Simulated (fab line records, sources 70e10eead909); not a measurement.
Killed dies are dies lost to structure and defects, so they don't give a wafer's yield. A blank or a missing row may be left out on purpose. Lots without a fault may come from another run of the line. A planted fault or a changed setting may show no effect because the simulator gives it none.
fab line records | flow nand_harc
record lots=5 wafers=15 last_day=32
route steps=1302 shown THIN_TSV@1267 END@1301
lots that met no fault: from a run of the same line without faults
start_h: hours from the record's first day to the start of the lot's first wafer shown | wait_h: hours since the lot's step before | " the same as in the row above | L1.1+2: a row that stands for several wafers | - no value, or no start given | * or withheld: withheld | < > ~ a bound
route shown NAME@n: a module of which the file shows steps, and the number in the route of the first | usual: mean/standard deviation of fault-free wafers | same: alike in all rows | chamber/n: place in a boat | sites: the reading at each site | _std_site: their standard deviation | _edge_site: outer sites' mean less inner sites' | radius_mm: how far each site lies from the wafer's centre | mask NAME#n: copy n | behind: the tool/chamber that last shaped the wafer | hold: why the lot was held/for how many hours/how that ended | device: the transistor (n, p or np) that didn't switch | end of line: the same wafers' tests at the end of the route | a step without rows: its recipe alone | killed: dies lost to structure and defects at the first sort, not the wafer's yield | map: a wafer's dies, x killed, . not, _ none there
set.NAME: the setting as run; set.NAME@STEP: as run at that earlier step | model.NAME: the simulator's own value behind a step, which no gauge read
lots at some steps of the route; a table a step, a row a wafer
services: from which hour (start_h, from the record's first day; less than 0 if before it) a tool's chamber was out of use, for how many hours, and why
## steps
# step NHARC_THIN_TSV_DEP_47
# recipe target_thk_a=2000 temp_c=withheld pressure_torr=6.5 rf_w=900 teos_flow_sccm=161.4 flow_sccm=2650 target_thk_nm=200 gas=O2 material=SiO2
# usual throttle_valve_pct=15.8/0.46
# columns lot.wafer tool chamber start_h wait_h throttle_valve_pct
L078.2 pecvd-02 2 585.61 - 15.4
L078.5 " 2 " " 15.1
L078.4 " 1 " " 16.4
L087.3 pecvd-03 0 683.27 - 15.7
L087.2 " 2 " " 15.6
L087.6 " 2 " " 15.4
L086.3 pecvd-03 0 684.46 - 15.6
L086.1 " 1 " " 16.1
L086.5 " 2 " " 15.4
L088.3 pecvd-03 2 726.42 - 15.3
L088.2 " 1 " " 16.3
L088.5 " 2 " " 15.6
L091.1 pecvd-01 2 738.69 - 16.2
L091.2 " 0 " " 16.2
L091.3 " 1 " " 15.8
# step NHARC_THIN_TSV_ETCHBACK_48
# recipe target_depth_a=10285 over_etch_frac=0.3 time_s=405.17 ion_energy_ev=250 c4f8_flow_sccm=withheld ar_flow_sccm=withheld rf_w=600 bias_w=300 chemistry=C4F8/Ar
# usual oes_product_au=0.938/0.028 rf_vpp_V=546.4/3
# columns lot.wafer tool chamber start_h wait_h oes_product_au rf_hours_counter_h rf_vpp_V
L078.4 rie_diel-11 2 586.08 - 0.924 5.6 548.6
L078.2 " 3 " " 0.933 5.5 544.0
L078.5 " 1 " " 0.916 - 551.1
L087.3 rie_diel-05 3 683.66 - 0.915 4.7 547.6
L087.2 " 2 " " 0.931 4.1 545.5
L087.6 " 0 " " 0.900 - 547.2
L086.1 rie_diel-05 3 684.89 - 0.914 4.9 545.5
L086.3 " 0 " " 0.912 5.4 547.5
L086.5 " 3 " " 0.922 - 548.1
L088.3 rie_diel-11 0 726.85 - 0.932 4.7 549.8
L088.2 " 1 " " 0.921 4.6 550.8
L088.5 " 0 " " 0.942 - 550.1
L091.3 rie_diel-05 2 739.09 - 0.922 8.9 544.1
L091.2 " 3 " " 0.924 9.5 545.0
L091.1 " 1 " " 0.935 7.9 543.1
# step NHARC_THIN_TSV_STRIP_62
# recipe power_w=1500 temp_c=250 time_s=20 chemistry=N2/H2
# usual drypump_motor_current_A=5.6/0.42 heater_power_w=352/45
# columns lot.wafer tool chamber start_h wait_h drypump_motor_current_A heater_power_w rf_hours_counter_h
L078.2 plasma_asher-02 1 586.37 - 5.7 286 33
L078.4 " 1 " " 5.7 292 -
L078.5 " 1 " " 5.7 285 -
L087.2 plasma_asher-02 0 684.02 - 5.9 363 16
L087.3 " 1 " " 5.8 282 -
L087.6 " 1 " " 5.8 294 -
L086.1 plasma_asher-02 0 685.22 - 5.9 356 17
L086.3 " 0 " " 5.9 357 -
L086.5 " 1 " " 5.7 289 -
L088.2 plasma_asher-02 1 727.20 - 5.8 288 28
L088.3 " 1 " " 5.8 291 -
L088.5 " 1 " " 5.7 289 -
L091.1 plasma_asher-02 1 739.53 - 5.7 296 31
L091.2 " 0 " " 5.9 352 31
L091.3 " 0 " " 5.9 354 -
# step NHARC_THIN_TSV_DEGAS_49
# recipe temp_c=300 time_s=120
# usual heater_power_w=468/39
# columns lot.wafer tool chamber start_h wait_h heater_power_w
L078.2 pvd_sputter-01 - 586.54 0.1 410
L078.4 " - " " 477
L078.5 " - " " 463
L087.3 pvd_sputter-03 - 684.19 0.1 404
L087.2 " - " " 448
L087.6 " - " " 507
L086.3 pvd_sputter-03 - 685.40 0.1 454
L086.1 " - " " 460
L086.5 " - " " 503
L088.3 pvd_sputter-02 - 727.35 0.1 441
L088.2 " - " " 444
L088.5 " - " " 440
L091.1 pvd_sputter-03 - 739.70 0.1 505
L091.2 " - " " 446
L091.3 " - " " 410
# step NHARC_THIN_TSV_PRE_CLEAN_50
# recipe time_s=30 temp_c=280 gas=H2/He
# usual heater_power_w=410/34
# columns lot.wafer tool chamber start_h wait_h heater_power_w
L078.2 pvd_sputter-01 - - - 409
L078.4 " - " " 350
L078.5 " - " " 419
L087.2 pvd_sputter-03 - - - 397
L087.3 " - " " 413
L087.6 " - " " 450
L086.3 pvd_sputter-03 - - - 448
L086.1 " - " " 397
L086.5 " - " " 442
L088.3 pvd_sputter-02 - - - 404
L088.2 " - " " 391
L088.5 " - " " 401
L091.1 pvd_sputter-03 - - - 392
L091.2 " - " " 412
L091.3 " - " " 449
# step NHARC_THIN_TSV_PVD_19
# recipe target_thk_a=200 chamber_pressure_pa=5 material=TaN
# usual throttle_valve_pct=30.0/0.88
# columns lot.wafer tool chamber start_h wait_h throttle_valve_pct
L078.2 pvd_sputter-01 - - - 31.5
L078.4 " - " " 29.4
L078.5 " - " " 29.5
L087.2 pvd_sputter-03 - - - 30.4
L087.3 " - " " 28.7
L087.6 " - " " 30.6
L086.3 pvd_sputter-03 - - - 28.9
L086.1 " - " " 31.0
L086.5 " - " " 28.7
L088.3 pvd_sputter-02 - - - 28.9
L088.2 " - " " 30.8
L088.5 " - " " 29.1
L091.3 pvd_sputter-03 - - - 30.7
L091.1 " - " " 30.6
L091.2 " - " " 30.5
# step NHARC_THIN_TSV_PVD_51
# recipe target_thk_a=1000 chamber_pressure_pa=5 material=Cu
# usual throttle_valve_pct=30.0/0.87
# columns lot.wafer tool chamber start_h wait_h throttle_valve_pct
L078.4 pvd_sputter-01 - - - 31.3
L078.2 " - " " 31.2
L078.5 " - " " 29.3
L087.2 pvd_sputter-03 - - - 29.2
L087.3 " - " " 30.4
L087.6 " - " " 28.9
L086.1 pvd_sputter-03 - - - 30.7
L086.3 " - " " 30.7
L086.5 " - " " 30.8
L088.2 pvd_sputter-02 - - - 28.9
L088.3 " - " " 30.8
L088.5 " - " " 30.7
L091.1 pvd_sputter-03 - - - 29.3
L091.3 " - " " 30.1
L091.2 " - " " 31.0
# step NHARC_THIN_TSV_ECD_20
# recipe target_thk_a=20000 material=Cu
# columns lot.wafer tool chamber start_h wait_h
L078.2+4+5 ecd_cu-01 0 586.99 -
L087.2+3+6 ecd_cu-02 1 684.76 -
L086.1+3+5 ecd_cu-01 1 685.94 -
L088.2+3+5 ecd_cu-02 1,0,0 727.81 -
L091.1+2+3 ecd_cu-02 0,1,0 740.16 -
# step NHARC_THIN_TSV_ANNEAL_52
# recipe temp_c=225 time_s=90
# usual wafer_temp_C_max=226.19/0.27
# columns lot.wafer tool chamber start_h wait_h wafer_temp_C_max
L078.2 rtp_anneal-01 0 587.77 0.7 226.04
L078.4 " 0 " " 225.78
L078.5 " 0 " " 226.28
L087.2 rtp_anneal-02 0 685.45 0.6 226.02
L087.3 " 0 " " 226.73
L087.6 " 0 " " 226.26
L086.1 rtp_anneal-01 0 686.57 0.5 226.26
L086.3 " 0 " " 226.16
L086.5 " 0 " " 225.96
L088.2 rtp_anneal-02 0 728.59 0.7 226.36
L088.3 " 0 " " 226.34
L088.5 " 0 " " 226.18
L091.1 rtp_anneal-02 0 740.88 0.6 226.28
L091.2 " 0 " " 226.04
L091.3 " 0 " " 226.10
# step NHARC_THIN_TSV_CMP_21
# recipe t_overpolish_s=30 target_thk_nm=2000
# usual edge_zone_pressure_frac=1.000/0.005 motor_current_A=12.6/1.2 overpolish_run_s=30.000/0.0094
# columns lot.wafer tool chamber start_h wait_h edge_zone_pressure_frac motor_current_A overpolish_run_s
L078.4 cmp-04 3 588.06 - 1.000 11.8 30.004
L078.2 " 1 " " 0.998 13.3 30.002
L078.5 " 0 " " 1.009 13.8 29.989
L087.3 cmp-03 3 685.77 - 0.997 11.4 29.992
L087.2 " 1 " " 0.997 11.3 29.996
L087.6 " 3 " " 0.997 11.6 30.013
L086.1 cmp-01 0 686.94 - 1.002 13.3 29.993
L086.3 " 1 " " 1.005 11.4 29.987
L086.5 " 0 " " 0.995 13.5 30.011
L088.3 cmp-01 0 728.90 - 1.002 13.5 29.993
L088.2 " 1 " " 1.008 11.3 29.994
L088.5 " 0 " " 1.009 13.5 30.021
L091.1 cmp-01 2 741.25 - 1.002 12.5 30.009
L091.3 " 3 " " 1.010 12.0 29.994
L091.2 " 0 " " 1.009 14.0 29.994
# step NHARC_THIN_TSV_SRD_23
# columns lot.wafer tool chamber start_h wait_h
L078.4+5+2 wet_bench-08 0,2,3 588.42 0.0
L087.2+6+3 wet_bench-10 7,0,1 686.10 0.0
L086.3+1+5 wet_bench-10 5,6,0 687.28 0.0
L088.2+5+3 wet_bench-10 1,4,6 729.24 0.0
L091.3+2+1 wet_bench-08 5,0,1 741.59 0.0
# step NHARC_THIN_TSV_DEGAS_53
# recipe temp_c=300 time_s=60
# usual heater_power_w=466/40
# columns lot.wafer tool chamber start_h wait_h heater_power_w
L078.2 pvd_sputter-01 - 588.53 0.1 395
L078.4 " - " " 409
L078.5 " - " " 480
L087.2 pvd_sputter-03 - 686.20 0.1 512
L087.3 " - " " 463
L087.6 " - " " 513
L086.1 pvd_sputter-01 - 687.39 0.1 412
L086.3 " - " " 409
L086.5 " - " " 479
L088.2 pvd_sputter-02 - 729.35 0.1 497
L088.3 " - " " 443
L088.5 " - " " 498
L091.2 pvd_sputter-03 - 741.69 0.1 459
L091.3 " - " " 400
L091.1 " - " " 518
# step NHARC_THIN_TSV_PRE_CLEAN_54
# recipe time_s=30 temp_c=280 gas=H2/He
# usual heater_power_w=409/36
# columns lot.wafer tool chamber start_h wait_h heater_power_w
L078.2 pvd_sputter-01 - 588.59 0.1 489
L078.4 " - " " 354
L078.5 " - " " 355
L087.3 pvd_sputter-03 - 686.27 0.0 446
L087.2 " - " " 367
L087.6 " - " " 443
L086.3 pvd_sputter-01 - 687.46 0.0 356
L086.1 " - " " 401
L086.5 " - " " 440
L088.2 pvd_sputter-02 - 729.43 0.1 458
L088.3 " - " " 384
L088.5 " - " " 428
L091.1 pvd_sputter-03 - 741.77 0.0 443
L091.3 " - " " 385
L091.2 " - " " 411
# step NHARC_THIN_TSV_PVD_55
# recipe target_thk_a=500 material=TiN
# columns lot.wafer tool chamber start_h wait_h
L078.2+4+5 pvd_sputter-01 - 588.69 0.1
L087.2+3+6 pvd_sputter-03 - 686.39 0.1
L086.1+3+5 pvd_sputter-01 - 687.53 0.0
L088.2+3+5 pvd_sputter-02 - 729.51 0.1
L091.1+3+2 pvd_sputter-03 - 741.83 0.1
# step NHARC_THIN_TSV_PVD_24
# recipe target_thk_a=8000 power_w=withheld chamber_pressure_pa=withheld substrate_temp_c=withheld time_s=withheld gas=Ar material=Al
# columns lot.wafer tool chamber start_h wait_h
L078.4+2+5 pvd_sputter-01 - 588.93 0.2
L087.2+3+6 pvd_sputter-03 - 686.50 0.1
L086.1+3+5 pvd_sputter-01 - 687.79 0.2
L088.3+2+5 pvd_sputter-02 - 729.65 0.1
L091.2+3+1 pvd_sputter-03 - 741.98 0.1
# step NHARC_THIN_TSV_DEHYDRATE_25
# recipe temp_c=150 time_s=120
# columns lot.wafer tool chamber start_h wait_h
L078.2+4+5 litho_track-05 0 589.23 -
L087.2+3+6 litho_track-02 0 686.91 -
L086.1+3+5 litho_track-02 0 688.10 -
L088.2+3+5 litho_track-02 0 730.05 -
L091.1+2+3 litho_track-02 0 742.41 -
# step NHARC_THIN_TSV_HMDS_26
# recipe time_s=30
# columns lot.wafer tool chamber start_h wait_h
L078.2+4+5 litho_track-05 0 - -
L087.2+3+6 litho_track-02 0 - -
L086.1+3+5 litho_track-02 0 - -
L088.2+3+5 litho_track-02 0 - -
L091.1+2+3 litho_track-02 0 - -
# step NHARC_THIN_TSV_COAT_27
# recipe spin_rpm=*
# usual spin_speed_rpm=*
# columns lot.wafer tool chamber start_h wait_h spin_speed_rpm
L078.2 litho_track-05 0 - - *
L078.4 " 0 " " *
L078.5 " 0 " " *
L087.2 litho_track-02 0 - - *
L087.3 " 0 " " *
L087.6 " 0 " " *
L086.1 litho_track-02 0 - - *
L086.3 " 0 " " *
L086.5 " 0 " " *
L088.2 litho_track-02 0 - - *
L088.3 " 0 " " *
L088.5 " 0 " " *
L091.1 litho_track-02 0 - - *
L091.2 " 0 " " *
L091.3 " 0 " " *
# step NHARC_THIN_TSV_SOFTBAKE_28
# recipe temp_c=122 time_s=95
# columns lot.wafer tool chamber start_h wait_h
L078.2+4+5 litho_track-05 0 - -
L087.2+3+6 litho_track-02 0 - -
L086.1+3+5 litho_track-02 0 - -
L088.2+3+5 litho_track-02 0 - -
L091.1+2+3 litho_track-02 0 - -
# step NHARC_THIN_TSV_EBR_29
# columns lot.wafer tool chamber start_h wait_h
L078.2+4+5 litho_track-05 0 - -
L087.2+3+6 litho_track-02 0 - -
L086.1+3+5 litho_track-02 0 - -
L088.2+3+5 litho_track-02 0 - -
L091.1+2+3 litho_track-02 0 - -
# step NHARC_THIN_TSV_EXPOSE_30
# recipe na=0.55 dose_mj=11.47 mask_id=PAD
# usual focus_offset_nm=0.1/0.54
# columns lot.wafer tool chamber start_h wait_h mask focus_offset_nm
L078.2 krf_scanner-02 0 589.38 - PAD#0 0.2
L078.4 " 0 " " PAD#0 -0.4
L078.5 " 0 " " PAD#0 -0.1
L087.2 krf_scanner-02 0 687.19 - PAD#0 0.2
L087.3 " 0 " " PAD#0 0.7
L087.6 " 0 " " PAD#0 0.4
L086.1 krf_scanner-03 0 688.37 - PAD#0 0.6
L086.3 " 0 " " PAD#0 0.4
L086.5 " 0 " " PAD#0 0.2
L088.2 krf_scanner-03 0 730.32 - PAD#0 -0.7
L088.3 " 0 " " PAD#0 0.7
L088.5 " 0 " " PAD#0 -0.3
L091.1 krf_scanner-04 0 742.55 - PAD#0 0.5
L091.2 " 0 " " PAD#0 0.5
L091.3 " 0 " " PAD#0 0.0
# step NHARC_THIN_TSV_PEB_31
# recipe peb_temp_c=118 peb_time_s=85
# same peb_time_s=85
# columns lot.wafer tool chamber start_h wait_h
L078.2+4+5 litho_track-05 0 589.44 0.1
L087.2+3+6 litho_track-02 0 687.25 0.1
L086.1+3+5 litho_track-05 0 688.43 0.1
L088.2+3+5 litho_track-07 0 730.39 0.1
L091.1+2+3 litho_track-05 0 742.62 0.1
# step NHARC_THIN_TSV_DEVELOP_32
# recipe time_s=70
# columns lot.wafer tool chamber start_h wait_h
L078.2+4+5 litho_track-05 0 - -
L087.2+3+6 litho_track-02 0 - -
L086.1+3+5 litho_track-05 0 - -
L088.2+3+5 litho_track-07 0 - -
L091.1+2+3 litho_track-05 0 - -
# step NHARC_THIN_TSV_CD_MEAS_33
# recipe target_cd_nm=5000 landing_energy_ev=500
# usual cd_nm=5000.1/1.6
# columns lot.wafer tool chamber start_h wait_h cd_nm
L078.2 cd_sem-01 0 589.54 - 4998.9
L078.4 " 0 " " 4999.3
L078.5 " 0 " " 5002.0
L087.2 cd_sem-02 0 687.34 - 4999.9
L087.3 " 0 " " 5001.5
L087.6 " 0 " " 4999.9
L086.1 cd_sem-01 0 688.52 - 5000.6
L086.3 " 0 " " 5000.5
L086.5 " 0 " " 4999.6
L088.2 cd_sem-01 0 730.48 - 4998.8
L088.3 " 0 " " 4999.2
L088.5 " 0 " " 5003.1
L091.1 cd_sem-03 0 742.71 - 5002.7
L091.2 " 0 " " 5002.8
L091.3 " 0 " " 5000.2
# step NHARC_THIN_TSV_HARDBAKE_34
# recipe temp_c=125 time_s=80
# columns lot.wafer tool chamber start_h wait_h
L078.2+4+5 litho_track-02 0 589.62 -
L087.2+3+6 litho_track-05 0 687.42 -
L086.1+3+5 litho_track-07 0 688.60 -
L088.2+3+5 litho_track-05 0 730.56 -
L091.1+2+3 litho_track-02 0 742.79 -
# step NHARC_THIN_TSV_DESCUM_35
# recipe time_s=3 o2_flow_sccm=200 ar_flow_sccm=0 bias_power_w=0 chemistry=O2
# usual drypump_motor_current_A=5.8/0.62 oes_product_au=0.998/0.0095 rf_vpp_V=57.8/0.8 showerhead_plenum_p_Torr=1.91/0.071 throttle_valve_pct=11.311/0.011
# columns lot.wafer tool chamber start_h wait_h drypump_motor_current_A oes_product_au rf_hours_counter_h rf_vpp_V showerhead_plenum_p_Torr throttle_valve_pct
L078.4 rie_diel-13 0 589.71 - 6.7 0.989 3.2 58.3 1.84 11.297
L078.2 " 1 " " 5.1 0.989 3.7 58.4 2.03 11.307
L078.5 " 3 " " 6.3 1.003 - 59.0 1.95 11.296
L087.3 rie_diel-05 0 687.52 - 5.0 0.988 5.5 58.8 1.93 11.314
L087.2 " 1 " " 6.5 1.019 4.8 56.7 1.79 11.307
L087.6 " 2 " " 5.2 1.011 - 57.5 1.85 11.325
L086.1 rie_diel-13 1 688.68 - 5.1 1.002 8.3 58.6 2.03 11.319
L086.3 " 2 " " 5.3 1.001 8.3 57.3 1.85 11.317
L086.5 " 2 " " 5.3 1.007 - 58.8 1.85 11.317
L088.3 rie_diel-13 2 730.63 - 5.3 0.998 1.4 58.2 1.85 11.317
L088.2 " 0 " " 6.7 1.002 1.6 57.8 1.83 11.304
L088.5 " 2 " " 5.3 1.006 - 58.2 1.85 11.305
L091.1 rie_diel-11 3 742.87 - 4.7 0.982 6.3 57.5 1.86 11.307
L091.2 " 0 " " 6.2 1.014 5.5 58.2 1.98 11.289
L091.3 " 2 " " 5.6 1.006 6.2 57.4 1.94 11.289
# step NHARC_THIN_TSV_ETCH_59
# recipe target_depth_a=8800 icp_w=900 bias_w=100 Cl2_flow_sccm=60 bcl3_flow_sccm=30 time_s=138.1 chemistry=Cl2/BCl3
# usual drypump_motor_current_A=5.5/0.38 oes_product_au=1.002/0.011 throttle_valve_pct=22.264/0.009
# columns lot.wafer tool chamber start_h wait_h drypump_motor_current_A oes_product_au rf_hours_counter_h throttle_valve_pct
L078.2 rie_metal-01 1 589.82 0.1 5.6 0.994 0.0 22.262
L078.4 " 1 " " 5.6 0.991 - 22.259
L078.5 " 1 " " 5.6 0.990 - 22.253
L087.2 rie_metal-01 0 687.62 0.1 4.8 1.014 2.2 22.259
L087.3 " 0 " " 4.8 0.999 - 22.251
L087.6 " 1 " " 5.6 0.997 - 22.260
L086.1 rie_metal-03 1 688.81 0.1 5.3 1.000 2.7 22.264
L086.3 " 0 " " 5.6 1.003 - 22.272
L086.5 " 1 " " 5.3 1.020 - 22.275
L088.2 rie_metal-02 1 730.80 0.1 6.1 0.991 1.3 22.269
L088.3 " 1 " " 6.0 0.993 - 22.266
L088.5 " 0 " " 5.5 1.007 - 22.265
L091.1 rie_metal-03 0 743.00 0.1 5.6 1.007 0.7 22.262
L091.2 " 1 " " 5.2 1.017 0.7 22.263
L091.3 " 1 " " 5.3 1.013 - 22.275
# step NHARC_THIN_TSV_ETCH_36
# recipe target_depth_a=650 over_etch_frac=0.3 time_s=18.571 ion_energy_ev=150 chemistry=Cl2/BCl3
# usual drypump_motor_current_A=5.5/0.37 oes_product_au=1.002/0.012
# columns lot.wafer tool chamber start_h wait_h drypump_motor_current_A oes_product_au rf_hours_counter_h
L078.2 rie_metal-01 1 590.09 0.2 5.6 0.999 0.2
L078.4 " 0 " " 4.8 1.022 -
L078.5 " 1 " " 5.6 1.008 -
L087.2 rie_metal-01 1 687.89 0.2 5.6 1.005 2.3
L087.3 " 1 " " 5.6 1.017 -
L087.6 " 1 " " 5.6 1.013 -
L086.1 rie_metal-03 0 689.08 0.2 5.6 1.020 2.1
L086.3 " 1 " " 5.3 1.002 -
L086.5 " 1 " " 5.3 1.007 -
L088.2 rie_metal-02 1 731.03 0.2 6.0 0.991 1.5
L088.3 " 0 " " 5.6 0.996 -
L088.5 " 0 " " 5.5 0.987 -
L091.2 rie_metal-03 0 743.25 0.2 5.6 1.010 0.9
L091.1 " 1 " " 5.3 1.010 0.9
L091.3 " 0 " " 5.6 1.004 -
# step NHARC_THIN_TSV_STRIP_56
# recipe power_w=1500 temp_c=250 chemistry=O2
# usual drypump_motor_current_A=5.7/0.37 heater_power_w=346/44
# columns lot.wafer tool chamber start_h wait_h drypump_motor_current_A heater_power_w rf_hours_counter_h
L078.2 plasma_asher-02 1 590.34 0.2 5.7 283 34
L078.4 " 0 " " 5.9 343 -
L078.5 " 1 " " 5.7 288 -
L087.2 plasma_asher-02 0 688.03 0.1 5.9 359 17
L087.3 " 0 " " 5.9 358 -
L087.6 " 1 " " 5.7 289 -
L086.1 plasma_asher-02 0 689.21 0.1 5.9 362 18
L086.3 " 1 " " 5.8 292 -
L086.5 " 1 " " 5.7 288 -
L088.2 plasma_asher-01 0 731.17 0.1 6.1 406 5
L088.3 " 0 " " 6.1 413 -
L088.5 " 1 " " 5.0 344 -
L091.1 plasma_asher-01 1 743.35 0.1 5.0 347 8
L091.2 " 0 " " 6.0 403 8
L091.3 " 1 " " 5.0 353 -
# step NHARC_THIN_TSV_STRIP_57
# recipe time_s=1200 temp_c=72.5 chemistry=post_etch_residue_remover
# columns lot.wafer tool chamber start_h wait_h
L078.2+5+4 wet_bench-10 0,2,4 590.65 0.3
L087.2+3+6 wet_bench-08 2,3,5 688.34 0.3
L086.1+5+3 wet_bench-10 7,1,4 689.51 0.3
L088.3+2+5 wet_bench-10 7,2,3 731.47 0.2
L091.3+2+1 wet_bench-08 0,1,2 743.70 0.2
# step NHARC_THIN_TSV_CD_MEAS_37
# usual cd_nm=5000.9/2.6
# columns lot.wafer tool chamber start_h wait_h cd_nm
L078.2 cd_sem-02 - 591.09 - 4999.5
L078.4 " - " " 4996.8
L078.5 " - " " 5003.1
L087.2 cd_sem-01 - 688.78 - 5002.2
L087.3 " - " " 5001.6
L087.6 " - " " 5000.5
L086.1 cd_sem-02 - 689.96 - 5000.7
L086.3 " - " " 5004.4
L086.5 " - " " 5000.0
L088.2 cd_sem-02 - 731.92 - 4998.1
L088.3 " - " " 4998.6
L088.5 " - " " 5006.9
L091.1 cd_sem-02 - 744.14 - 5004.4
L091.2 " - " " 5002.5
L091.3 " - " " 5000.4
# step NHARC_THIN_TSV_ANNEAL_58
# recipe temp_c=400 time_s=1800
# usual zone_power_bottom_pct=6.7/0.47
# columns lot.wafer tool chamber start_h wait_h zone_power_bottom_pct
L078.2 furnace-04 0 594.16 3.1 7.0
L078.4 " 0 " " 6.9
L078.5 " 0 " " 6.9
L086.1 furnace-08 0 691.98 2.0 5.8
L086.3 " 0 " " 5.8
L086.5 " 0 " " 5.9
L087.2 furnace-08 0 691.98 3.2 5.8
L087.3 " 0 " " 5.9
L087.6 " 0 " " 5.9
L088.2 furnace-04 0 734.99 3.1 6.9
L088.3 " 0 " " 6.9
L088.5 " 0 " " 6.9
L091.1 furnace-04 0 746.66 2.5 6.8
L091.2 " 0 " " 6.9
L091.3 " 0 " " 6.8
# step NHARC_THIN_TSV_INSPECT_40
# usual raw_defect_count=565/100
# columns lot.wafer tool chamber start_h wait_h raw_defect_count
L078.2 defect_inspect-01 - 595.60 0.4 529
L078.4 " - " " 426
L078.5 " - " " 474
L086.1 defect_inspect-02 - 693.42 0.4 521
L086.3 " - " " 615
L086.5 " - " " 797
L087.2 defect_inspect-01 - 693.42 0.4 488
L087.3 " - " " 427
L087.6 " - " " 460
L088.2 defect_inspect-02 - 736.42 0.4 382
L088.3 " - " " 462
L088.5 " - " " 385
L091.1 defect_inspect-01 - 748.12 0.4 942
L091.2 " - " " 706
L091.3 " - " " 624
# step NHARC_END_WLT_00
# usual VT_DECK1_BOTTOM=0.873/0.0063 VT_DECK1_BOTTOM_INNER=0.873/0.0066 VT_DECK1_MEDIAN_NEAR_BOTTOM=0.874/0.0074 VT_DECK1_MEDIAN_NEAR_BOTTOM_INNER=0.875/0.007 VT_DECK1_MIDDLE=0.885/0.0057 VT_DECK1_MIDDLE_INNER=0.886/0.0065 VT_DECK1_TOP=0.897/0.006 VT_DECK1_TOP_INNER=0.898/0.0058 VT_DECK2_BOTTOM=0.871/0.008 VT_DECK2_BOTTOM_INNER=0.871/0.0082 VT_DECK2_MEDIAN_NEAR_BOTTOM=0.872/0.0074 VT_DECK2_MEDIAN_NEAR_BOTTOM_INNER=0.871/0.0086 VT_DECK2_MIDDLE=0.884/0.0079 VT_DECK2_MIDDLE_INNER=0.884/0.0072 VT_DECK2_TOP=0.896/0.0076 VT_DECK2_TOP_INNER=0.897/0.0077
# columns lot.wafer tool chamber start_h wait_h VT_DECK1_BOTTOM VT_DECK1_BOTTOM_INNER VT_DECK1_MEDIAN_NEAR_BOTTOM VT_DECK1_MEDIAN_NEAR_BOTTOM_INNER VT_DECK1_MIDDLE VT_DECK1_MIDDLE_INNER VT_DECK1_TOP VT_DECK1_TOP_INNER VT_DECK2_BOTTOM VT_DECK2_BOTTOM_INNER VT_DECK2_MEDIAN_NEAR_BOTTOM VT_DECK2_MEDIAN_NEAR_BOTTOM_INNER VT_DECK2_MIDDLE VT_DECK2_MIDDLE_INNER VT_DECK2_TOP VT_DECK2_TOP_INNER
L078.2 prober-01 - 596.15 0.6 0.870 0.877 0.874 0.875 0.891 0.886 0.903 0.889 0.875 0.882 0.881 0.879 0.893 0.890 0.899 0.900
L078.4 " - 597.16 1.6 0.873 0.874 0.870 0.875 0.888 0.877 0.891 0.895 0.879 0.887 0.872 0.876 0.896 0.894 0.907 0.908
L078.5 " - " " 0.877 0.866 0.870 0.871 0.882 0.881 0.894 0.900 0.880 0.877 0.890 0.876 0.893 0.889 0.911 0.909
L086.1 prober-02 - 693.48 0.1 0.868 0.871 0.876 0.874 0.887 0.889 0.898 0.899 0.867 0.879 0.871 0.868 0.878 0.886 0.901 0.900
L086.3 " - " " 0.868 0.871 0.874 0.874 0.883 0.880 0.898 0.900 0.874 0.879 0.879 0.880 0.886 0.892 0.899 0.901
L086.5 " - 695.47 2.0 0.865 0.872 0.873 0.874 0.882 0.891 0.897 0.897 0.878 0.874 0.874 0.869 0.882 0.890 0.894 0.906
L087.2 prober-01 - 693.97 0.5 0.867 0.873 0.867 0.867 0.884 0.886 0.900 0.897 0.880 0.874 0.872 0.884 0.893 0.890 0.905 0.895
L087.3 " - " " 0.867 0.861 0.872 0.871 0.880 0.880 0.900 0.890 0.871 0.875 0.876 0.880 0.891 0.886 0.906 0.899
L087.6 " - 695.97 2.6 0.861 0.868 0.866 0.870 0.874 0.877 0.897 0.901 0.870 0.875 0.865 0.875 0.883 0.888 0.903 0.899
L088.2 prober-01 - 737.54 1.1 0.867 0.866 0.873 0.866 0.883 0.879 0.899 0.893 0.869 0.870 0.871 0.874 0.882 0.888 0.889 0.881
L088.3 " - " " 0.865 0.868 0.872 0.867 0.883 0.879 0.893 0.892 0.867 0.861 0.868 0.870 0.881 0.881 0.893 0.894
L088.5 " - 739.04 2.6 0.882 0.874 0.873 0.886 0.882 0.890 0.890 0.896 0.862 0.864 0.869 0.859 0.873 0.875 0.886 0.887
L091.1 prober-02 - 762.00 13.9 0.860 0.864 0.862 0.866 0.883 0.878 0.888 0.896 0.862 0.861 0.867 0.867 0.875 0.873 0.882 0.882
L091.2 " - " " 0.858 0.857 0.856 0.861 0.873 0.877 0.889 0.888 0.864 0.860 0.857 0.865 0.874 0.872 0.884 0.879
L091.3 " - " " 0.868 0.862 0.876 0.864 0.878 0.879 0.887 0.892 0.860 0.863 0.853 0.864 0.870 0.874 0.884 0.882
## services
# columns tool chamber start_h hours kind
pecvd-03 0 568.02 10.1 repair
rie_metal-03 0 573.54 20.9 repair
rie_diel-13 - 574.86 1.1 repair
rie_metal-01 - 575.19 9.0 pm
litho_track-02 - 577.00 7.0 pm
cmp-01 - 579.45 4.0 pm
rie_diel-05 - 583.60 9.0 pm
ecd_cu-02 - 596.00 8.0 pm
cmp-01 - 597.02 3.1 repair
pvd_sputter-01 - 597.35 10.0 pm
litho_track-07 - 601.01 7.0 pm
plasma_asher-02 - 603.03 9.0 pm
rie_diel-13 2 609.36 2.9 repair
rie_diel-05 - 631.67 1.0 repair
pvd_sputter-02 - 638.00 10.0 pm
wet_bench-08 - 646.40 8.0 pm
litho_track-05 - 649.00 7.0 pm
pvd_sputter-02 - 653.27 3.6 repair
wet_bench-10 - 663.20 8.0 pm
pvd_sputter-02 - 684.50 5.0 repair
rie_metal-03 - 696.00 9.0 pm
rie_diel-05 1 696.34 12.7 repair
pvd_sputter-03 - 704.04 10.0 pm
rie_diel-05 0 715.05 33.4 repair
## key
fault none
